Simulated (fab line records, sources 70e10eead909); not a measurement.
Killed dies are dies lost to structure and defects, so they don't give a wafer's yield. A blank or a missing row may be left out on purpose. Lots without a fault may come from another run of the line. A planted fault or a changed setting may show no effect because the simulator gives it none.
A struck lot beside a sound one | flow nand_harc | 14 steps out of a route of 1159
Sound: wafers L547.1, L547.2, L547.4. Struck: wafer L563.6. (L563.4 of the same lot was not struck and is left out.) The cause comes at the end.
At each step with rows: each side's tool, then ch and its chambers, then its first start. Under that, the readings that differ: sound wafers | struck wafers | difference of the means | sigmas: that difference in standard deviations of wafers without a fault.
alike: readings whose means differ by less than 2 such deviations, and words and numbers that are the same on both sides. not compared: withheld readings, readings that some wafer has no value for, bounds like >300 that may hide the same value, and numbers for which the record gives no deviation and whose values overlap.
The two part at a step that has a row with sigmas, a row that says differs or no value, or rows on one side only. Numbers that don't overlap but have no deviation are shown without sigmas and don't part them. A reading that every wafer of one side lacks parts them only if that side has two wafers or more.

NHARC_A_SGD_CUT_THK_MEAS_22: measures by ellipsometry.
  sound on film_metro-02, day 14 22:55; struck on film_metro-02, day 18 18:04
  alike: thk_nm
then, 2 steps without rows for these wafers: NHARC_A_SGD_CUT_SRD_23; NHARC_A_SGD_CUT_ETCH_26 (etches SiO2 in dHF, target depth 45.8 nm).
NHARC_A_SGD_CUT_ETCHBACK_24: etches the open film in CH3F/O2, target depth 50 nm, time 92.857 s.
  sound on rie_diel-05 ch 0,1,3, day 14 23:08; struck on rie_diel-05 ch 0, day 18 18:19
  reading               | sound          | struck | difference | sigmas
  oes_product_au (a.u.) | 1.00 1.00 0.99 | 0.92   | -0.08      | -2
  alike: drypump_motor_current_A, rf_vpp_V, showerhead_plenum_p_Torr, throttle_valve_pct
  not compared: rf_hours_counter_h
NHARC_A_SGD_CUT_STRIP_28: strips in O2, time 20 s.
  sound on rie_diel-05 ch 0,2,3; struck on rie_diel-05 ch 2
  reading               | sound             | struck | difference | sigmas
  oes_product_au (a.u.) | 1.000 0.992 0.999 | 1.019  | +0.022     | +3
  alike: drypump_motor_current_A, rf_vpp_V, showerhead_plenum_p_Torr, throttle_valve_pct
  not compared: rf_hours_counter_h
NHARC_A_SGD_CUT_INSPECT_25:
  sound on defect_inspect-01, day 14 23:23; struck on defect_inspect-02, day 18 18:32
  alike: raw_defect_count
NHARC_A_SLIT_DEP_25: deposits SiO2, target thk 200 nm.
  sound on pecvd-01 ch 0,1,2, day 14 23:47; struck on pecvd-03 ch 1, day 18 18:47
  alike: heater_power_w, throttle_valve_pct
NHARC_A_SLIT_DEP_00: deposits aC, target thk 3200 nm.
  sound on acl_dep-01 ch 0, day 15 00:12; struck on acl_dep-03 ch 0, day 18 19:59
  alike: throttle_valve_pct
NHARC_A_SLIT_DEP_23: deposits SiON, target thk 100 nm.
  sound on pecvd-01 ch 0,1,2, day 15 02:23; struck on pecvd-02 ch 2, day 18 21:10
  alike: heater_power_w
then, 3 steps without rows for these wafers: NHARC_A_SLIT_DEHYDRATE_01 (time 120 s); NHARC_A_SLIT_HMDS_02 (time 30 s); NHARC_A_SLIT_COAT_03 (resist thk 90 nm).
NHARC_A_SLIT_SOFTBAKE_04: time 55 s.
  sound on litho_track-01 ch 0, day 15 02:00; struck on litho_track-01 ch 0, day 18 21:00
  reading                  | sound                | struck | difference | sigmas
  heater_power_total_W (W) | 188.38 188.29 188.46 | 193.22 | +4.84      | +30
then, 1 step without rows for these wafers: NHARC_A_SLIT_EBR_05.

WHERE THEY PART
First at NHARC_A_SGD_CUT_ETCHBACK_24; last, within this record, at NHARC_A_SLIT_SOFTBAKE_04.

WHY: what the simulator had put in
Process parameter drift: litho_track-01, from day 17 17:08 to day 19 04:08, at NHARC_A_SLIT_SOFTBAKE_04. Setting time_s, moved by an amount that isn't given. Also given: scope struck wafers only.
